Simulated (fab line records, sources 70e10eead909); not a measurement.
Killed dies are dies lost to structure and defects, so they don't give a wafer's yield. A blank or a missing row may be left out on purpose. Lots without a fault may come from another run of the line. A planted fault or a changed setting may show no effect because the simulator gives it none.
fab line records | flow nand_harc | part 1 of 2: steps 1 to 3 of 6
record lots=19 wafers=57 last_day=33
route steps=1302 shown A_CHANNEL_FILL_D2@621 A_STAIRCASE@651
lots that met no fault: from a run of the same line without faults
start_h: hours from the record's first day to the start of the lot's first wafer shown | wait_h: hours since the lot's step before | " the same as in the row above | L1.1+2: a row that stands for several wafers | - no value, or no start given | * or withheld: withheld | < > ~ a bound
route shown NAME@n: a module of which the file shows steps, and the number in the route of the first | usual: mean/standard deviation of fault-free wafers | same: alike in all rows | chamber/n: place in a boat | sites: the reading at each site | _std_site: their standard deviation | _edge_site: outer sites' mean less inner sites' | radius_mm: how far each site lies from the wafer's centre | mask NAME#n: copy n | behind: the tool/chamber that last shaped the wafer | hold: why the lot was held/for how many hours/how that ended | device: the transistor (n, p or np) that didn't switch | end of line: the same wafers' tests at the end of the route | a step without rows: its recipe alone | killed: dies lost to structure and defects at the first sort, not the wafer's yield | map: a wafer's dies, x killed, . not, _ none there
set.NAME: the setting as run; set.NAME@STEP: as run at that earlier step | model.NAME: the simulator's own value behind a step, which no gauge read
steps of the route over a sample of lots; a table a step, a row a wafer
services: from which hour (start_h, from the record's first day; less than 0 if before it) a tool's chamber was out of use, for how many hours, and why
## steps
# step NHARC_A_CHANNEL_FILL_D2_STRIP_28
# recipe time_s=20 o2_flow_sccm=500 ar_flow_sccm=0 bias_w=0 chemistry=O2
# usual drypump_motor_current_A=5.6/0.37 mfc_ar_sccm=0.004/0.0087 o2_flow_sccm=499.9/1.6 oes_product_au=1.000/0.0083 rf_vpp_V=57.7/0.93 showerhead_plenum_p_Torr=3.46/0.14 throttle_valve_pct=17.037/0.0089
# columns lot.wafer tool chamber start_h wait_h drypump_motor_current_A mfc_ar_sccm o2_flow_sccm oes_product_au rf_hours_counter_h rf_vpp_V showerhead_plenum_p_Torr throttle_valve_pct
L074.2 rie_diel-10 3 330.97 0.1 6.3 0 499.0 0.996 2 57.6 3.40 17.043
L074.1 " 0 " " 5.8 0 499.2 0.993 2 58.4 3.67 17.036
L074.5 " 0 " " 5.8 0 497.9 0.998 - 59.3 3.67 17.047
L076.3 rie_diel-10 2 350.22 0.1 5.7 0 500.7 0.994 3 57.9 3.68 17.041
L076.6 " 1 " " 5.2 0 502.3 0.998 - 56.8 3.40 17.054
L076.5 " 2 " " 5.7 0 499.4 0.999 - 59.0 3.68 17.028
L077.4 rie_diel-10 1 359.53 0.1 5.2 0 500.2 1.005 3 56.8 3.40 17.030
L077.3 " 3 " " 6.3 0 501.3 1.008 3 58.2 3.40 17.036
L077.5 " 1 " " 5.2 0 499.0 0.984 - 56.9 3.40 17.047
L080.4 rie_diel-01 2 403.97 0.1 5.7 0 500.6 0.996 1 59.5 3.58 17.019
L080.2 " 0 " " 5.1 0.026 500.8 1.001 0 58.3 3.49 17.053
L080.6 " 3 " " 5.4 0 498.9 1.003 - 57.6 3.41 17.035
L082.3 rie_diel-10 0 404.00 0.1 5.8 0 497.2 1.008 4 59.6 3.67 17.037
L082.1 " 1 " " 5.2 0 499.3 1.013 4 58.4 3.40 17.009
L082.6 " 0 " " 5.8 0 500.1 1.010 - 57.3 3.67 17.044
L081.1 rie_diel-01 1 404.00 0.1 5.2 0 501.3 0.995 0 57.0 3.32 17.040
L081.3 " 2 " " 5.7 0 500.9 0.986 1 57.4 3.58 17.032
L081.2 " 3 " " 5.4 0 499.5 1.013 1 57.7 3.41 17.033
L083.4 rie_diel-01 0 421.21 0.1 5.1 0.026 501.6 0.991 1 56.9 3.49 17.040
L083.3 " 1 " " 5.2 0 501.9 0.996 1 58.8 3.32 17.041
L083.5 " 0 " " 5.1 0.026 501.6 0.987 - 57.2 3.49 17.030
L085.3 rie_diel-10 1 431.37 0.1 5.2 0 498.2 1.000 0 57.6 3.40 17.047
L085.1 " 3 " " 6.3 0 499.5 1.002 0 57.8 3.40 17.052
L085.6 " 2 " " 5.7 0 499.7 0.993 - 57.5 3.68 17.028
L086.1 rie_diel-01 2 435.72 0.1 5.7 0 497.7 0.995 2 59.1 3.58 17.034
L086.2 " 3 " " 5.4 0 499.7 0.999 2 58.4 3.41 17.037
L086.5 " 0 " " 5.1 0.026 502.1 0.990 - 58.1 3.49 17.039
L084.2 rie_diel-10 1 435.76 0.1 5.3 0 500.7 1.000 0 58.2 3.40 17.030
L084.5 " 3 " " 6.3 0 499.7 1.005 - 56.9 3.40 17.041
L084.6 " 0 " " 5.8 0 500.5 1.017 - 59.2 3.67 17.038
L090.1 rie_diel-09 3 474.56 0.1 6.2 0 502.9 1.010 26 57.9 3.32 17.037
L090.4 " 0 " " 5.3 0.020 502.0 1.014 29 59.1 3.72 17.041
L090.5 " 1 " " 5.7 0 497.2 1.003 - 56.9 3.29 17.033
L088.2 rie_diel-01 2 474.56 0.1 5.7 0 498.4 0.993 3 58.6 3.58 17.041
L088.5 " 3 " " 5.4 0 497.3 1.000 - 59.5 3.41 17.051
L088.6 " 0 " " 5.1 0.026 498.5 0.990 - 56.9 3.49 17.028
L091.4 rie_diel-01 0 499.25 0.1 5.1 0.026 503.4 0.988 4 56.1 3.49 17.034
L091.2 " 2 " " 5.7 0 502.4 0.996 4 57.2 3.58 17.037
L091.5 " 0 " " 5.1 0.026 503.0 0.995 - 58.1 3.49 17.043
L093.1 rie_diel-10 3 515.81 0.1 6.3 0 499.3 0.987 3 55.9 3.40 17.046
L093.2 " 1 " " 5.2 0 501.2 0.991 2 56.2 3.40 17.047
L093.5 " 0 " " 5.7 0 499.9 1.011 - 57.2 3.67 17.047
L092.1 rie_diel-09 3 515.82 0.1 6.2 0 500.5 0.991 2 56.3 3.32 17.046
L092.6 " 1 " " 5.7 0 501.5 1.003 - 56.9 3.28 17.048
L092.5 " 2 " " 5.6 0.007 499.5 1.004 - 57.7 3.30 17.033
L094.2 rie_diel-09 3 525.68 0.1 6.2 0 501.4 0.992 2 57.7 3.32 17.026
L094.1 " 0 " " 5.3 0.020 498.7 1.003 2 57.6 3.72 17.034
L094.5 " 0 " " 5.3 0.020 497.6 0.999 - 59.2 3.72 17.049
L095.2 rie_diel-01 0 538.41 0.1 5.1 0.026 498.7 1.000 5 57.2 3.48 17.037
L095.1 " 1 " " 5.2 0 500.5 1.004 5 58.1 3.32 17.039
L095.5 " 2 " " 5.7 0 500.5 0.996 - 59.2 3.58 17.041
L097.1 rie_diel-01 2 548.24 0.1 5.7 0 499.8 0.993 5 58.1 3.58 17.036
L097.3 " 0 " " 5.1 0.026 499.3 0.991 5 57.7 3.48 17.025
L097.6 " 2 " " 5.7 0 501.3 1.009 - 58.3 3.58 17.029
L096.3 rie_diel-09 2 548.24 0.1 5.7 0.007 498.6 0.995 6 57.1 3.30 17.022
L096.5 " 1 " " 5.7 0 499.2 0.984 - 56.4 3.28 17.042
L096.6 " 2 " " 5.7 0.007 497.9 0.995 - 57.8 3.30 17.038
# step NHARC_A_STAIRCASE_ETCH_169
# recipe target_depth_a=500 time_s=107.1 ion_energy_ev=120 ch3f_flow_sccm=50 o2_flow_sccm=30 ar_flow_sccm=200 rf_w=500 bias_w=100 chemistry=CH3F/O2
# usual drypump_motor_current_A=5.9/0.46 mfc_ar_sccm=200.0/0.6 o2_flow_sccm=29.99/0.086 oes_product_au=0.957/0.016 rf_vpp_V=243.5/1.2 showerhead_plenum_p_Torr=2.39/0.052 throttle_valve_pct=20.662/0.011
# columns lot.wafer tool chamber start_h wait_h drypump_motor_current_A mfc_ar_sccm o2_flow_sccm oes_product_au rf_hours_counter_h rf_vpp_V showerhead_plenum_p_Torr throttle_valve_pct
L074.1 rie_diel-11 1 356.95 0.1 5.8 201.0 29.88 0.967 27 245.0 2.42 20.664
L074.2 " 2 " " 6.4 200.6 30.14 0.988 29 242.0 2.36 20.647
L074.5 " 1 " " 5.8 201.1 29.91 0.968 - 244.0 2.42 20.661
L076.3 rie_diel-11 0 375.77 0.1 5.5 199.9 29.90 0.961 37 245.5 2.47 20.672
L076.5 " 1 " " 5.8 199.5 29.98 0.967 - 243.6 2.41 20.659
L076.6 " 2 " " 6.4 200.0 30.07 0.972 - 244.6 2.35 20.678
L077.3 rie_diel-11 2 385.94 0.1 6.3 200.1 30.00 0.948 39 242.6 2.35 20.677
L077.4 " 0 " " 5.5 200.6 30.02 0.940 - 242.2 2.47 20.663
L077.5 " 2 " " 6.3 200.1 29.91 0.946 - 241.8 2.35 20.658
L080.4 rie_diel-04 1 428.31 0.1 5.9 199.6 30.09 0.966 17 244.5 2.43 20.657
L080.2 " 0 " " 6.4 200.0 30.06 0.983 19 243.9 2.46 20.659
L080.6 " 1 " " 5.8 199.5 29.94 0.970 - 245.7 2.43 20.674
L082.1 rie_diel-08 1 428.48 0.1 4.8 199.4 30.05 0.937 19 244.6 2.42 20.668
L082.3 " 2 " " 5.9 200.0 30.06 0.941 14 244.0 2.43 20.674
L082.6 " 2 " " 5.9 200.3 29.97 0.934 - 245.3 2.43 20.690
L081.3 rie_diel-04 3 428.65 0.1 5.6 200.7 30.06 0.965 16 242.2 2.33 20.652
L081.1 " 0 " " 6.5 200.6 29.97 0.977 19 243.9 2.46 20.672
L081.2 " 2 " " 6.7 199.7 30.08 0.964 14 243.6 2.34 20.660
L083.3 rie_diel-08 1 447.17 0.1 4.8 200.0 29.83 0.968 26 244.1 2.41 20.645
L083.4 " 2 " " 5.9 199.7 29.84 0.974 22 244.1 2.43 20.678
L083.5 " 2 " " 5.9 199.6 30.01 0.983 - 244.2 2.43 20.680
L084.2 rie_diel-11 0 459.01 0.1 5.5 200.4 30.14 0.942 7 242.8 2.46 20.670
L084.5 " 0 " " 5.5 200.1 30.08 0.944 - 244.0 2.46 20.673
L084.6 " 1 " " 5.8 199.1 30.03 0.951 - 243.0 2.41 20.673
L085.3 rie_diel-04 3 459.23 0.1 5.6 200.1 30.13 0.944 25 242.5 2.32 20.654
L085.1 " 1 " " 5.8 199.7 30.10 0.953 30 244.4 2.43 20.680
L085.6 " 3 " " 5.6 200.4 29.95 0.933 - 242.3 2.32 20.670
L086.2 rie_diel-04 2 459.40 0.1 6.7 199.9 29.90 0.945 27 243.5 2.33 20.671
L086.1 " 3 " " 5.6 199.4 30.02 0.939 25 243.7 2.32 20.649
L086.5 " 3 " " 5.6 199.5 29.93 0.926 - 240.2 2.32 20.667
L090.1 rie_diel-04 0 503.67 0.2 6.5 200.1 29.99 0.929 40 242.9 2.46 20.680
L090.4 " 1 " " 5.8 200.7 30.03 0.950 44 243.1 2.42 20.641
L090.5 " 3 " " 5.6 200.1 30.01 0.923 - 243.2 2.32 20.670
L088.2 rie_diel-11 3 504.75 3.9 5.9 201.2 29.90 0.938 28 243.0 2.38 20.668
L088.5 " 2 " " 6.4 199.8 29.90 0.939 - 243.7 2.34 20.664
L088.6 " 3 " " 5.9 200.1 29.98 0.947 - 243.1 2.38 20.656
L091.4 rie_diel-11 1 525.95 0.1 5.8 200.3 30.06 0.957 25 244.1 2.40 20.667
L091.2 " 3 " " 5.9 200.8 29.93 0.959 33 243.5 2.38 20.671
L091.5 " 1 " " 5.9 199.7 30.03 0.962 - 244.3 2.40 20.654
L093.2 rie_diel-11 2 540.92 0.3 6.4 200.5 30.13 0.954 43 241.2 2.33 20.634
L093.1 " 3 " " 5.9 198.9 29.98 0.951 39 242.6 2.37 20.676
L093.5 " 2 " " 6.4 199.0 30.13 0.963 - 242.4 2.33 20.648
L092.1 rie_diel-08 2 541.15 0.1 5.9 200.0 29.99 0.968 58 244.0 2.41 20.640
L092.6 " 0 " " 5.3 200.0 29.92 0.986 - 245.2 2.44 20.665
L092.5 " 1 " " 4.8 199.9 29.99 0.959 - 243.4 2.40 20.661
L094.1 rie_diel-04 2 550.73 0.1 6.6 199.2 30.01 0.963 2 240.9 2.32 20.683
L094.2 " 3 " " 5.6 199.5 30.04 0.952 2 242.6 2.31 20.658
L094.5 " 1 " " 5.9 199.5 29.82 0.961 - 243.7 2.42 20.645
L095.2 rie_diel-11 3 565.07 0.1 5.9 200.5 30.03 0.946 45 243.0 2.37 20.653
L095.1 " 0 " " 5.5 199.7 29.86 0.959 44 242.3 2.44 20.656
L095.5 " 3 " " 5.9 199.5 30.12 0.948 - 243.1 2.37 20.670
L097.1 rie_diel-04 3 573.06 0.1 5.6 201.0 29.93 0.939 9 245.2 2.31 20.661
L097.3 " 0 " " 6.4 200.1 29.92 0.949 8 243.3 2.45 20.648
L097.6 " 2 " " 6.7 200.4 30.15 0.940 - 242.4 2.32 20.663
L096.3 rie_diel-11 0 573.08 0.1 5.5 199.4 29.78 0.963 46 244.0 2.44 20.660
L096.5 " 3 " " 5.8 200.2 30.01 0.982 - 242.0 2.37 20.663
L096.6 " 0 " " 5.5 200.2 29.95 0.960 - 244.2 2.44 20.663
# step NHARC_A_STAIRCASE_ETCH_170
# recipe target_depth_a=2000 time_s=66.667 ion_energy_ev=250 c4f6_flow_sccm=25 o2_flow_sccm=20 ar_flow_sccm=500 rf_w=600 bias_w=500 chemistry=C4F6/O2
# usual drypump_motor_current_A=6.0/0.44 mfc_ar_sccm=500.1/1.4 o2_flow_sccm=20.00/0.058 oes_product_au=0.975/0.012 rf_vpp_V=544.9/1.8 showerhead_plenum_p_Torr=3.83/0.077 throttle_valve_pct=26.904/0.0081
# columns lot.wafer tool chamber start_h wait_h drypump_motor_current_A mfc_ar_sccm o2_flow_sccm oes_product_au rf_hours_counter_h rf_vpp_V showerhead_plenum_p_Torr throttle_valve_pct
L074.1 rie_diel-11 0 - - 5.5 502.3 19.96 0.964 26 548.9 3.94 26.900
L074.2 " 1 " " 5.8 498.0 20.04 0.971 27 546.5 3.86 26.897
L074.5 " 3 " " 5.9 501.1 19.90 0.973 - 544.3 3.83 26.911
L076.3 rie_diel-11 1 - - 5.8 500.1 19.94 0.979 36 545.4 3.86 26.902
L076.5 " 2 " " 6.4 500.0 19.91 0.987 - 544.1 3.77 26.899
L076.6 " 3 " " 5.9 496.3 20.01 0.977 - 543.2 3.83 26.904
L077.3 rie_diel-11 2 - - 6.4 500.1 20.03 0.962 39 543.6 3.77 26.913
L077.4 " 1 " " 5.8 500.9 19.98 0.974 38 545.5 3.85 26.904
L077.5 " 2 " " 6.4 501.2 20.00 0.975 - 544.0 3.77 26.898
L080.2 rie_diel-04 3 - - 5.6 503.7 20.04 0.968 16 542.1 3.72 26.911
L080.4 " 0 " " 6.5 497.5 20.07 0.983 19 545.6 3.93 26.905
L080.6 " 1 " " 5.9 498.7 20.03 0.983 - 545.8 3.89 26.912
L082.3 rie_diel-08 2 - - 5.9 498.3 20.02 0.955 14 547.3 3.88 26.907
L082.1 " 1 " " 4.8 502.4 19.98 0.952 19 546.4 3.86 26.893
L082.6 " 2 " " 6.0 499.9 20.01 0.960 - 546.0 3.88 26.908
L081.3 rie_diel-04 0 - - 6.5 501.2 20.06 0.994 19 546.9 3.93 26.904
L081.1 " 1 " " 5.9 500.1 19.89 0.987 17 547.5 3.89 26.912
L081.2 " 3 " " 5.6 500.4 19.99 0.979 16 542.6 3.72 26.909
L083.3 rie_diel-08 1 - - 4.8 498.7 19.95 0.963 26 546.0 3.86 26.902
L083.4 " 3 " " 6.2 499.8 19.90 0.992 21 543.3 3.71 26.905
L083.5 " 0 " " 5.3 502.3 19.99 0.965 - 546.1 3.91 26.898
L085.1 rie_diel-04 3 - - 5.6 498.9 19.97 0.971 25 544.0 3.72 26.886
L085.3 " 1 " " 5.8 499.7 19.99 0.973 30 546.1 3.88 26.904
L085.6 " 3 " " 5.6 499.8 20.00 0.991 - 542.9 3.72 26.903
L086.2 rie_diel-04 1 - - 5.9 500.1 19.98 0.945 31 545.6 3.88 26.909
L086.1 " 3 " " 5.6 499.4 19.85 0.959 25 543.9 3.72 26.908
L086.5 " 1 " " 5.9 499.9 19.97 0.951 - 547.1 3.88 26.908
L084.2 rie_diel-11 0 - - 5.5 502.6 19.89 0.974 7 547.3 3.92 26.920
L084.5 " 2 " " 6.4 500.5 19.96 0.966 - 542.6 3.75 26.905
L084.6 " 3 " " 5.9 500.8 19.99 0.977 - 545.0 3.81 26.905
L090.4 rie_diel-04 1 - - 5.8 501.2 20.08 0.985 44 546.1 3.87 26.905
L090.1 " 2 " " 6.7 500.6 20.05 0.985 39 543.1 3.73 26.905
L090.5 " 2 " " 6.6 499.1 20.00 0.972 - 543.2 3.73 26.910
L088.2 rie_diel-11 3 - - 5.9 500.1 19.94 0.964 28 545.4 3.80 26.906
L088.6 " 2 " " 6.4 499.7 20.00 0.957 - 544.1 3.74 26.910
L088.5 " 0 " " 5.5 500.2 20.01 0.967 - 547.0 3.91 26.908
L091.2 rie_diel-11 0 - - 5.5 501.3 20.05 0.976 30 547.2 3.91 26.893
L091.4 " 2 " " 6.4 498.8 20.08 0.988 34 544.3 3.74 26.884
L091.5 " 0 " " 5.5 501.6 20.09 0.987 - 546.1 3.91 26.904
L093.2 rie_diel-11 0 - - 5.5 500.3 20.08 0.964 35 546.2 3.91 26.897
L093.1 " 2 " " 6.4 501.1 20.00 0.978 43 543.2 3.73 26.896
L093.5 " 0 " " 5.5 499.2 20.02 0.958 - 545.8 3.91 26.887
L092.1 rie_diel-08 3 - - 6.2 499.2 20.01 1.002 53 541.9 3.69 26.912
L092.6 " 2 " " 5.9 499.1 20.05 0.976 - 544.6 3.85 26.899
L092.5 " 3 " " 6.2 500.2 20.06 1.003 - 541.7 3.69 26.907
L094.2 rie_diel-04 1 - - 5.8 503.0 19.97 0.986 2 545.8 3.86 26.905
L094.1 " 3 " " 5.6 500.4 20.04 0.963 3 542.4 3.71 26.896
L094.5 " 1 " " 5.8 501.0 20.05 0.983 - 545.4 3.86 26.901
L095.1 rie_diel-11 0 - - 5.5 499.4 19.99 0.962 44 546.6 3.90 26.909
L095.2 " 1 " " 5.9 503.7 20.01 0.968 43 545.0 3.82 26.890
L095.5 " 3 " " 5.9 500.9 20.06 0.969 - 543.8 3.79 26.896
L097.1 rie_diel-04 0 - - 6.4 500.1 19.96 0.962 8 547.3 3.91 26.893
L097.3 " 1 " " 5.9 500.9 20.09 0.982 7 545.1 3.86 26.915
L097.6 " 0 " " 6.5 498.6 19.93 0.969 - 545.2 3.91 26.901
L096.3 rie_diel-11 3 - - 5.9 502.2 19.91 0.971 47 542.7 3.79 26.911
L096.5 " 3 " " 5.9 499.5 19.94 0.991 - 545.9 3.79 26.910
L096.6 " 0 " " 5.5 500.0 20.04 0.981 - 547.2 3.90 26.902
